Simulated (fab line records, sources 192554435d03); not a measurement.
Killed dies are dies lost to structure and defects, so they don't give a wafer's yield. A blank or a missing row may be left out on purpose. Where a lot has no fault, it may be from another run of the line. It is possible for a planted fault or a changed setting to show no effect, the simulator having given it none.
Which tool did it? :: flow n5-finfet :: 72 wafers from 24 lots sampled at 5 of the route's 1938 steps

== WHAT THE GAUGES SHOWED, per wafer ==
N5_WELL_APT_INSPECT_38: inspects for defects (darkfield). Usual: 12 for raw-defect-count, sd 5.
lot: L074
measured: day 1 16:46
on: defect-inspect-01
raw-defect-count: 28 21 25
flag: 

lot: L075
measured: day 1 22:52
on: defect-inspect-02
raw-defect-count: 11 15 13
flag: 

lot: L076
measured: day 2 05:12
on: defect-inspect-02
raw-defect-count: 13 13 4
flag: 

lot: L077
measured: day 2 10:38
on: defect-inspect-02
raw-defect-count: 7 7 19
flag: 

lot: L078
measured: day 2 16:49
on: defect-inspect-01
raw-defect-count: 13 13 8
flag: 

lot: L079
measured: day 2 22:44
on: defect-inspect-02
raw-defect-count: 9 10 5
flag: 

lot: L080
measured: day 3 04:52
on: defect-inspect-02
raw-defect-count: 11 16 15
flag: 

lot: L081
measured: day 3 12:35
on: defect-inspect-01
raw-defect-count: 19 19 9
flag: 

lot: L082
measured: day 3 17:11
on: defect-inspect-01
raw-defect-count: 11 12 13
flag: 

lot: L083
measured: day 3 23:09
on: defect-inspect-01
raw-defect-count: 17 33 15
flag: 

lot: L084
measured: day 4 05:20
on: defect-inspect-01
raw-defect-count: 9 8 7
flag: 

lot: L085
measured: day 4 11:45
on: defect-inspect-02
raw-defect-count: 4 6 11
flag: 

lot: L086
measured: day 4 17:28
on: defect-inspect-01
raw-defect-count: 14 11 17
flag: 

lot: L087
measured: day 4 23:19
on: defect-inspect-01
raw-defect-count: 25 14 22
flag: 

lot: L088
measured: day 5 05:02
on: defect-inspect-02
raw-defect-count: 9 7 5
flag: 

lot: L089
measured: day 5 11:25
on: defect-inspect-01
raw-defect-count: 15 11 14
flag: 

lot: L090
measured: day 5 17:02
on: defect-inspect-01
raw-defect-count: 12 3 12
flag: 

lot: L091
measured: day 5 23:26
on: defect-inspect-02
raw-defect-count: 9 18 20
flag: 

lot: L092
measured: day 6 05:02
on: defect-inspect-01
raw-defect-count: 11 8 7
flag: 

lot: L093
measured: day 6 10:47
on: defect-inspect-01
raw-defect-count: 15 11 13
flag: 

lot: L094
measured: day 6 17:16
on: defect-inspect-01
raw-defect-count: 11 10 9
flag: 

lot: L095
measured: day 6 23:20
on: defect-inspect-02
raw-defect-count: 11 4 13
flag: 

lot: L096
measured: day 7 05:14
on: defect-inspect-02
raw-defect-count: 8 14 15
flag: 

lot: L097
measured: day 7 11:08
on: defect-inspect-01
raw-defect-count: 8 12 11
flag: 

N5_FIN_SAQP_THK_MEAS_05. Usual: 38.0 nm for thk-nm, sd 0.48.
lot: L074
measured: day 1 21:23
on: film-metro-02
thk-nm (nm): 37.5 37.7 38.2
flag: 

lot: L075
measured: day 2 02:54
on: film-metro-02
thk-nm (nm): 37.4 38.2 37.6
flag: 

lot: L076
measured: day 2 09:50
on: film-metro-01
thk-nm (nm): 37.1 37.6 38.0
flag: 

lot: L077
measured: day 2 15:14
on: film-metro-01
thk-nm (nm): 37.8 37.8 38.5
flag: 

lot: L078
measured: day 2 21:13
on: film-metro-02
thk-nm (nm): 38.0 38.0 38.2
flag: 

lot: L079
measured: day 3 04:13
on: film-metro-02
thk-nm (nm): 38.2 38.0 38.1
flag: 

lot: L080
measured: day 3 10:32
on: film-metro-02
thk-nm (nm): 37.8 37.9 38.0
flag: 

lot: L081
measured: day 3 17:05
on: film-metro-01
thk-nm (nm): 37.5 38.1 38.0
flag: 

lot: L082
measured: day 3 22:36
on: film-metro-01
thk-nm (nm): 37.8 37.4 38.3
flag: 

lot: L083
measured: day 4 03:52
on: film-metro-01
thk-nm (nm): 36.9 37.7 38.4
flag: 

lot: L084
measured: day 4 09:52
on: film-metro-01
thk-nm (nm): 37.4 37.8 37.8
flag: 

lot: L085
measured: day 4 16:55
on: film-metro-01
thk-nm (nm): 37.6 37.6 38.1
flag: 

lot: L086
measured: day 4 23:25
on: film-metro-02
thk-nm (nm): 38.0 38.3 38.0
flag: 

lot: L087
measured: day 5 04:05
on: film-metro-02
thk-nm (nm): 37.9 38.0 37.6
flag: 

lot: L088
measured: day 5 10:27
on: film-metro-01
thk-nm (nm): 38.4 37.9 38.2
flag: 

lot: L089
measured: day 5 16:14
on: film-metro-01
thk-nm (nm): 37.8 38.6 38.6
flag: 

lot: L090
measured: day 5 21:55
on: film-metro-01
thk-nm (nm): 36.8 36.4 38.1
flag: 

lot: L091
measured: day 6 03:53
on: film-metro-01
thk-nm (nm): 38.4 37.7 38.8
flag: 

lot: L092
measured: day 6 09:23
on: film-metro-01
thk-nm (nm): 38.2 37.6 38.0
flag: 

lot: L093
measured: day 6 15:18
on: film-metro-02
thk-nm (nm): 37.1 37.9 38.2
flag: 

lot: L094
measured: day 6 21:49
on: film-metro-01
thk-nm (nm): 37.6 38.3 38.5
flag: 

lot: L095
measured: day 7 03:20
on: film-metro-02
thk-nm (nm): 37.1 37.5 38.1
flag: 

lot: L096
measured: day 7 09:38
on: film-metro-01
thk-nm (nm): 38.3 37.5 37.9
flag: 

lot: L097
measured: day 7 15:24
on: film-metro-02
thk-nm (nm): 38.1 37.8 38.1
flag: 

N5_DUMMY_GATE_INSPECT_27: inspects for defects (brightfield). Usual: 289 for raw-defect-count, sd 71.
lot: L074
measured: day 2 23:16
on: defect-inspect-01
raw-defect-count: 399 304 241
flag: 

lot: L075
measured: day 3 10:11
on: defect-inspect-02
raw-defect-count: 174 173 224
flag: 

lot: L076
measured: day 3 11:47
on: defect-inspect-02
raw-defect-count: 332 238 316
flag: 

lot: L077
measured: day 3 18:56
on: defect-inspect-01
raw-defect-count: 358 284 421
flag: 

lot: L078
measured: day 4 01:47
on: defect-inspect-01
raw-defect-count: 324 409 263
flag: 

lot: L079
measured: day 4 07:07
on: defect-inspect-02
raw-defect-count: 239 281 213
flag: 

lot: L080
measured: day 4 11:58
on: defect-inspect-01
raw-defect-count: 400 262 267
flag: 

lot: L081
measured: day 4 20:25
on: defect-inspect-02
raw-defect-count: 210 288 240
flag: 

lot: L082
measured: day 4 23:43
on: defect-inspect-02
raw-defect-count: 307 249 171
flag: 

lot: L083
measured: day 5 06:04
on: defect-inspect-02
raw-defect-count: 272 218 260
flag: 

lot: L084
measured: day 5 15:11
on: defect-inspect-02
raw-defect-count: 335 311 346
flag: 

lot: L085
measured: day 5 20:13
on: defect-inspect-01
raw-defect-count: 198 340 287
flag: 

lot: L086
measured: day 6 01:55
on: defect-inspect-01
raw-defect-count: 507 303 313
flag: 

lot: L087
measured: day 6 07:59
on: defect-inspect-01
raw-defect-count: 325 304 130
flag: 

lot: L088
measured: day 6 12:10
on: defect-inspect-01
raw-defect-count: 357 408 199
flag: 

lot: L089
measured: day 6 18:01
on: defect-inspect-02
raw-defect-count: 406 383 332
flag: 

lot: L090
measured: day 6 23:41
on: defect-inspect-02
raw-defect-count: 185 460 253
flag: 

lot: L091
measured: day 7 04:44
on: defect-inspect-02
raw-defect-count: 361 263 282
flag: 

lot: L092
measured: day 7 14:45
on: defect-inspect-02
raw-defect-count: 313 240 320
flag: 

lot: L093
measured: day 7 17:26
on: defect-inspect-01
raw-defect-count: 350 325 244
flag: 

lot: L094
measured: day 8 02:19
on: defect-inspect-02
raw-defect-count: 226 277 237
flag: 

lot: L095
measured: day 8 06:21
on: defect-inspect-02
raw-defect-count: 153 277 223
flag: 

lot: L096
measured: day 8 13:15
on: defect-inspect-02
raw-defect-count: 251 288 292
flag: 

lot: L097
measured: day 8 17:02
on: defect-inspect-01
raw-defect-count: 406 251 209
flag: 

== WHICH TOOL RAN EACH LOT (tool, then ch and the chambers of the sampled wafers, then the start) ==
lot: L074
N5_WELL_APT_RTA_34: rtp-anneal-01 ch 0, day 1 15:53
N5_FIN_CUT_CUT_ETCH_26: rie-diel-04 ch 0,2, day 2 03:34

lot: L075
N5_WELL_APT_RTA_34: rtp-anneal-02 ch 0, day 1 21:46
N5_FIN_CUT_CUT_ETCH_26: rie-diel-04 ch 1,2,3, day 2 11:22

lot: L076
N5_WELL_APT_RTA_34: rtp-anneal-01 ch 0, day 2 04:20
N5_FIN_CUT_CUT_ETCH_26: rie-diel-01 ch 2,3, day 2 15:54

lot: L077
N5_WELL_APT_RTA_34: rtp-anneal-02 ch 0, day 2 09:35
N5_FIN_CUT_CUT_ETCH_26: rie-diel-01 ch 2,3, day 2 21:25

lot: L078
N5_WELL_APT_RTA_34: rtp-anneal-01 ch 0, day 2 15:45
N5_FIN_CUT_CUT_ETCH_26: rie-diel-02 ch 0,2, day 3 04:33

lot: L079
N5_WELL_APT_RTA_34: rtp-anneal-01 ch 0, day 2 21:41
N5_FIN_CUT_CUT_ETCH_26: rie-diel-02 ch 0,1,3, day 3 10:51

lot: L080
N5_WELL_APT_RTA_34: rtp-anneal-01 ch 0, day 3 03:47
N5_FIN_CUT_CUT_ETCH_26: rie-diel-02 ch 0,1,3, day 3 16:24

lot: L081
N5_WELL_APT_RTA_34: rtp-anneal-02 ch 0, day 3 11:32
N5_FIN_CUT_CUT_ETCH_26: rie-diel-02 ch 0,2,3, day 4 00:19

lot: L082
N5_WELL_APT_RTA_34: rtp-anneal-01 ch 0, day 3 16:07
N5_FIN_CUT_CUT_ETCH_26: rie-diel-01 ch 1,2, day 4 04:43

lot: L083
N5_WELL_APT_RTA_34: rtp-anneal-01 ch 0, day 3 22:05
N5_FIN_CUT_CUT_ETCH_26: rie-diel-02 ch 0,2,3, day 4 10:16

lot: L084
N5_WELL_APT_RTA_34: rtp-anneal-01 ch 0, day 4 04:16
N5_FIN_CUT_CUT_ETCH_26: rie-diel-01 ch 1,2,3, day 4 16:11

lot: L085
N5_WELL_APT_RTA_34: rtp-anneal-02 ch 0, day 4 10:17
N5_FIN_CUT_CUT_ETCH_26: rie-diel-04 ch 0,1,3, day 5 00:36

lot: L086
N5_WELL_APT_RTA_34: rtp-anneal-02 ch 0, day 4 16:22
N5_FIN_CUT_CUT_ETCH_26: rie-diel-04 ch 0,1, day 5 05:46

lot: L087
N5_WELL_APT_RTA_34: rtp-anneal-01 ch 0, day 4 21:54
N5_FIN_CUT_CUT_ETCH_26: rie-diel-01 ch 1,2, day 5 10:46

lot: L088
N5_WELL_APT_RTA_34: rtp-anneal-01 ch 0, day 5 03:59
N5_FIN_CUT_CUT_ETCH_26: rie-diel-01 ch 0,2,3, day 5 16:34

lot: L089
N5_WELL_APT_RTA_34: rtp-anneal-01 ch 0, day 5 10:21
N5_FIN_CUT_CUT_ETCH_26: rie-diel-01 ch 2,3, day 5 22:59

lot: L090
N5_WELL_APT_RTA_34: rtp-anneal-02 ch 0, day 5 15:57
N5_FIN_CUT_CUT_ETCH_26: rie-diel-02 ch 0,1,3, day 6 03:41

lot: L091
N5_WELL_APT_RTA_34: rtp-anneal-01 ch 0, day 5 22:21
N5_FIN_CUT_CUT_ETCH_26: rie-diel-02 ch 1,2,3, day 6 09:37

lot: L092
N5_WELL_APT_RTA_34: rtp-anneal-02 ch 0, day 6 03:58
N5_FIN_CUT_CUT_ETCH_26: rie-diel-01 ch 0,1,2, day 6 16:17

lot: L093
N5_WELL_APT_RTA_34: rtp-anneal-01 ch 0, day 6 09:43
N5_FIN_CUT_CUT_ETCH_26: rie-diel-02 ch 0,1, day 6 21:42

lot: L094
N5_WELL_APT_RTA_34: rtp-anneal-01 ch 0, day 6 16:14
N5_FIN_CUT_CUT_ETCH_26: rie-diel-02 ch 2,3, day 7 06:15

lot: L095
N5_WELL_APT_RTA_34: rtp-anneal-01 ch 0, day 6 22:14
N5_FIN_CUT_CUT_ETCH_26: rie-diel-02 ch 1,3, day 7 10:43

lot: L096
N5_WELL_APT_RTA_34: rtp-anneal-01 ch 0, day 7 04:02
N5_FIN_CUT_CUT_ETCH_26: rie-diel-04 ch 1,2,3, day 7 15:49

lot: L097
N5_WELL_APT_RTA_34: rtp-anneal-02 ch 0, day 7 10:04
N5_FIN_CUT_CUT_ETCH_26: rie-diel-04 ch 0,1,3, day 7 21:17
- N5_WELL_APT_RTA_34: time 10 s.
- N5_FIN_CUT_CUT_ETCH_26: etches SiNx in CH3F/O2, target depth 39 nm, time 55.7 s.

== WHAT THE TOOLS THEMSELVES READ (means of the sampled wafers that have a number; where no wafer has one, the mark that the record gives instead) ==
N5_WELL_APT_RTA_34. Usual: lamp-power-pct 13.00 %, standard deviation 0.051; lamp_zone_2_pct 12.996 %, standard deviation 0.029; wafer_temp_C_max 1003.7, standard deviation 1.1.
lot: L074
tool: rtp-anneal-01
lamp-power-pct (%): 13.01
lamp_zone_2_pct (%): 13.002
wafer_temp_C_max: 1003.9
flag: 

lot: L075
tool: rtp-anneal-02
lamp-power-pct (%): 13.00
lamp_zone_2_pct (%): 12.977
wafer_temp_C_max: 1003.3
flag: 

lot: L076
tool: rtp-anneal-01
lamp-power-pct (%): 12.98
lamp_zone_2_pct (%): 12.978
wafer_temp_C_max: 1004.6
flag: 

lot: L077
tool: rtp-anneal-02
lamp-power-pct (%): 13.01
lamp_zone_2_pct (%): 12.992
wafer_temp_C_max: 1004.2
flag: 

lot: L078
tool: rtp-anneal-01
lamp-power-pct (%): 12.99
lamp_zone_2_pct (%): 13.008
wafer_temp_C_max: 1003.6
flag: 

lot: L079
tool: rtp-anneal-01
lamp-power-pct (%): 12.97
lamp_zone_2_pct (%): 13.001
wafer_temp_C_max: 1003.2
flag: 

lot: L080
tool: rtp-anneal-01
lamp-power-pct (%): 13.04
lamp_zone_2_pct (%): 13.014
wafer_temp_C_max: 1004.1
flag: 

lot: L081
tool: rtp-anneal-02
lamp-power-pct (%): 13.01
lamp_zone_2_pct (%): 13.024
wafer_temp_C_max: 1003.4
flag: 

lot: L082
tool: rtp-anneal-01
lamp-power-pct (%): 12.94
lamp_zone_2_pct (%): 13.011
wafer_temp_C_max: 1003.8
flag: 

lot: L083
tool: rtp-anneal-01
lamp-power-pct (%): 12.98
lamp_zone_2_pct (%): 12.982
wafer_temp_C_max: 1004.2
flag: 

lot: L084
tool: rtp-anneal-01
lamp-power-pct (%): 13.01
lamp_zone_2_pct (%): 12.986
wafer_temp_C_max: 1003.8
flag: 

lot: L085
tool: rtp-anneal-02
lamp-power-pct (%): 12.98
lamp_zone_2_pct (%): 12.988
wafer_temp_C_max: 1003.1
flag: 

lot: L086
tool: rtp-anneal-02
lamp-power-pct (%): 13.01
lamp_zone_2_pct (%): 12.999
wafer_temp_C_max: 1004.0
flag: 

lot: L087
tool: rtp-anneal-01
lamp-power-pct (%): 12.95
lamp_zone_2_pct (%): 13.003
wafer_temp_C_max: 1003.0
flag: 

lot: L088
tool: rtp-anneal-01
lamp-power-pct (%): 13.02
lamp_zone_2_pct (%): 12.990
wafer_temp_C_max: 1003.0
flag: 

lot: L089
tool: rtp-anneal-01
lamp-power-pct (%): 12.99
lamp_zone_2_pct (%): 12.991
wafer_temp_C_max: 1003.0
flag: 

lot: L090
tool: rtp-anneal-02
lamp-power-pct (%): 12.98
lamp_zone_2_pct (%): 13.005
wafer_temp_C_max: 1004.0
flag: 

lot: L091
tool: rtp-anneal-01
lamp-power-pct (%): 12.96
lamp_zone_2_pct (%): 12.993
wafer_temp_C_max: 1005.1
flag: 

lot: L092
tool: rtp-anneal-02
lamp-power-pct (%): 13.02
lamp_zone_2_pct (%): 13.010
wafer_temp_C_max: 1002.5
flag: 

lot: L093
tool: rtp-anneal-01
lamp-power-pct (%): 12.97
lamp_zone_2_pct (%): 13.014
wafer_temp_C_max: 1005.3
flag: 

lot: L094
tool: rtp-anneal-01
lamp-power-pct (%): 13.02
lamp_zone_2_pct (%): 13.003
wafer_temp_C_max: 1004.2
flag: 

lot: L095
tool: rtp-anneal-01
lamp-power-pct (%): 13.00
lamp_zone_2_pct (%): 13.019
wafer_temp_C_max: 1003.5
flag: 

lot: L096
tool: rtp-anneal-01
lamp-power-pct (%): 12.98
lamp_zone_2_pct (%): 12.995
wafer_temp_C_max: 1002.8
flag: 

lot: L097
tool: rtp-anneal-02
lamp-power-pct (%): 12.98
lamp_zone_2_pct (%): 13.008
wafer_temp_C_max: 1003.5
flag: 

N5_FIN_CUT_CUT_ETCH_26. Usual: drypump-motor-current-A 5.5 A, standard deviation 0.49; mfc-ar-sccm 150.0 sccm, standard deviation 0.41; oes-product-au 0.76 a.u., standard deviation 0.083; rf-vpp-V 295 V, standard deviation 5.2; showerhead-plenum-p-Torr 2.02 Torr, standard deviation 0.067; throttle-valve-pct 16.37 %, standard deviation 0.13.
lot: L074
tool: rie-diel-04
drypump-motor-current-A (A): 4.9
mfc-ar-sccm (sccm): 150.4
oes-product-au (a.u.): 0.68
rf-vpp-V (V): 293
showerhead-plenum-p-Torr (Torr): 1.92
throttle-valve-pct (%): 16.56
flag: 

lot: L075
tool: rie-diel-04
drypump-motor-current-A (A): 5.2
mfc-ar-sccm (sccm): 150.3
oes-product-au (a.u.): 0.71
rf-vpp-V (V): 294
showerhead-plenum-p-Torr (Torr): 1.95
throttle-valve-pct (%): 16.50
flag: 

lot: L076
tool: rie-diel-01
drypump-motor-current-A (A): 5.5
mfc-ar-sccm (sccm): 150.2
oes-product-au (a.u.): 0.75
rf-vpp-V (V): 291
showerhead-plenum-p-Torr (Torr): 2.03
throttle-valve-pct (%): 16.39
flag: 

lot: L077
tool: rie-diel-01
drypump-motor-current-A (A): 5.5
mfc-ar-sccm (sccm): 149.6
oes-product-au (a.u.): 0.75
rf-vpp-V (V): 291
showerhead-plenum-p-Torr (Torr): 2.03
throttle-valve-pct (%): 16.39
flag: 

lot: L078
tool: rie-diel-02
drypump-motor-current-A (A): 6.0
mfc-ar-sccm (sccm): 149.8
oes-product-au (a.u.): 0.71
rf-vpp-V (V): 292
showerhead-plenum-p-Torr (Torr): 2.04
throttle-valve-pct (%): 16.22
flag: 

lot: L079
tool: rie-diel-02
drypump-motor-current-A (A): 5.7
mfc-ar-sccm (sccm): 149.9
oes-product-au (a.u.): 0.82
rf-vpp-V (V): 292
showerhead-plenum-p-Torr (Torr): 2.04
throttle-valve-pct (%): 16.32
flag: 

lot: L080
tool: rie-diel-02
drypump-motor-current-A (A): 5.7
mfc-ar-sccm (sccm): 149.8
oes-product-au (a.u.): 0.81
rf-vpp-V (V): 291
showerhead-plenum-p-Torr (Torr): 2.04
throttle-valve-pct (%): 16.33
flag: 

lot: L081
tool: rie-diel-02
drypump-motor-current-A (A): 5.5
mfc-ar-sccm (sccm): 150.1
oes-product-au (a.u.): 0.79
rf-vpp-V (V): 294
showerhead-plenum-p-Torr (Torr): 2.01
throttle-valve-pct (%): 16.25
flag: 

lot: L082
tool: rie-diel-01
drypump-motor-current-A (A): 5.6
mfc-ar-sccm (sccm): 149.9
oes-product-au (a.u.): 0.73
rf-vpp-V (V): 295
showerhead-plenum-p-Torr (Torr): 2.00
throttle-valve-pct (%): 16.42
flag: 

lot: L083
tool: rie-diel-02
drypump-motor-current-A (A): 5.5
mfc-ar-sccm (sccm): 149.7
oes-product-au (a.u.): 0.79
rf-vpp-V (V): 295
showerhead-plenum-p-Torr (Torr): 2.01
throttle-valve-pct (%): 16.27
flag: 

lot: L084
tool: rie-diel-01
drypump-motor-current-A (A): 5.7
mfc-ar-sccm (sccm): 150.3
oes-product-au (a.u.): 0.72
rf-vpp-V (V): 293
showerhead-plenum-p-Torr (Torr): 2.02
throttle-valve-pct (%): 16.36
flag: 

lot: L085
tool: rie-diel-04
drypump-motor-current-A (A): 5.5
mfc-ar-sccm (sccm): 150.3
oes-product-au (a.u.): 0.70
rf-vpp-V (V): 297
showerhead-plenum-p-Torr (Torr): 1.97
throttle-valve-pct (%): 16.49
flag: 

lot: L086
tool: rie-diel-04
drypump-motor-current-A (A): 5.3
mfc-ar-sccm (sccm): 149.8
oes-product-au (a.u.): 0.68
rf-vpp-V (V): 297
showerhead-plenum-p-Torr (Torr): 2.00
throttle-valve-pct (%): 16.47
flag: 

lot: L087
tool: rie-diel-01
drypump-motor-current-A (A): 5.8
mfc-ar-sccm (sccm): 150.7
oes-product-au (a.u.): 0.71
rf-vpp-V (V): 299
showerhead-plenum-p-Torr (Torr): 1.98
throttle-valve-pct (%): 16.37
flag: 

lot: L088
tool: rie-diel-01
drypump-motor-current-A (A): 5.5
mfc-ar-sccm (sccm): 150.0
oes-product-au (a.u.): 0.77
rf-vpp-V (V): 293
showerhead-plenum-p-Torr (Torr): 2.06
throttle-valve-pct (%): 16.36
flag: 

lot: L089
tool: rie-diel-01
drypump-motor-current-A (A): 5.6
mfc-ar-sccm (sccm): 149.9
oes-product-au (a.u.): 0.72
rf-vpp-V (V): 290
showerhead-plenum-p-Torr (Torr): 2.05
throttle-valve-pct (%): 16.39
flag: 

lot: L090
tool: rie-diel-02
drypump-motor-current-A (A): 5.6
mfc-ar-sccm (sccm): 150.1
oes-product-au (a.u.): 0.78
rf-vpp-V (V): 291
showerhead-plenum-p-Torr (Torr): 2.04
throttle-valve-pct (%): 16.35
flag: 

lot: L091
tool: rie-diel-02
drypump-motor-current-A (A): 5.2
mfc-ar-sccm (sccm): 150.0
oes-product-au (a.u.): 0.80
rf-vpp-V (V): 297
showerhead-plenum-p-Torr (Torr): 2.02
throttle-valve-pct (%): 16.36
flag: 

lot: L092
tool: rie-diel-01
drypump-motor-current-A (A): 5.6
mfc-ar-sccm (sccm): 150.3
oes-product-au (a.u.): 0.76
rf-vpp-V (V): 298
showerhead-plenum-p-Torr (Torr): 2.03
throttle-valve-pct (%): 16.36
flag: 

lot: L093
tool: rie-diel-02
drypump-motor-current-A (A): 6.2
mfc-ar-sccm (sccm): 149.6
oes-product-au (a.u.): 0.71
rf-vpp-V (V): 288
showerhead-plenum-p-Torr (Torr): 2.06
throttle-valve-pct (%): 16.35
flag: 

lot: L094
tool: rie-diel-02
drypump-motor-current-A (A): 5.0
mfc-ar-sccm (sccm): 150.2
oes-product-au (a.u.): 0.77
rf-vpp-V (V): 300
showerhead-plenum-p-Torr (Torr): 1.99
throttle-valve-pct (%): 16.30
flag: 

lot: L095
tool: rie-diel-02
drypump-motor-current-A (A): 5.4
mfc-ar-sccm (sccm): 150.2
oes-product-au (a.u.): 0.79
rf-vpp-V (V): 294
showerhead-plenum-p-Torr (Torr): 2.05
throttle-valve-pct (%): 16.47
flag: 

lot: L096
tool: rie-diel-04
drypump-motor-current-A (A): 5.2
mfc-ar-sccm (sccm): 149.7
oes-product-au (a.u.): 0.76
rf-vpp-V (V): 297
showerhead-plenum-p-Torr (Torr): 2.02
throttle-valve-pct (%): 16.41
flag: 

lot: L097
tool: rie-diel-04
drypump-motor-current-A (A): 5.5
mfc-ar-sccm (sccm): 150.1
oes-product-au (a.u.): 0.78
rf-vpp-V (V): 296
showerhead-plenum-p-Torr (Torr): 1.96
throttle-valve-pct (%): 16.37
flag: 

== THE ANSWER, worked out from the rows above alone ==
Rule: lot off if the mean of its wafers having a number is beyond 3 standard deviations from the usual mean. A lot without any number at a reading at which 4 lots or more have one is off too. Where the step has rows for the other lots, those lots are counted as sound. First the gauges in route order, then the tools' own readings, where a lot's mean is used as printed above. The first step at which some lot is off is used, and at that step the reading that is off furthest; a lot without a number counts as furthest.
Across all readings shown, no lot is off: no conclusion can be drawn from this.

== WHAT THE SIMULATOR PUT IN ==
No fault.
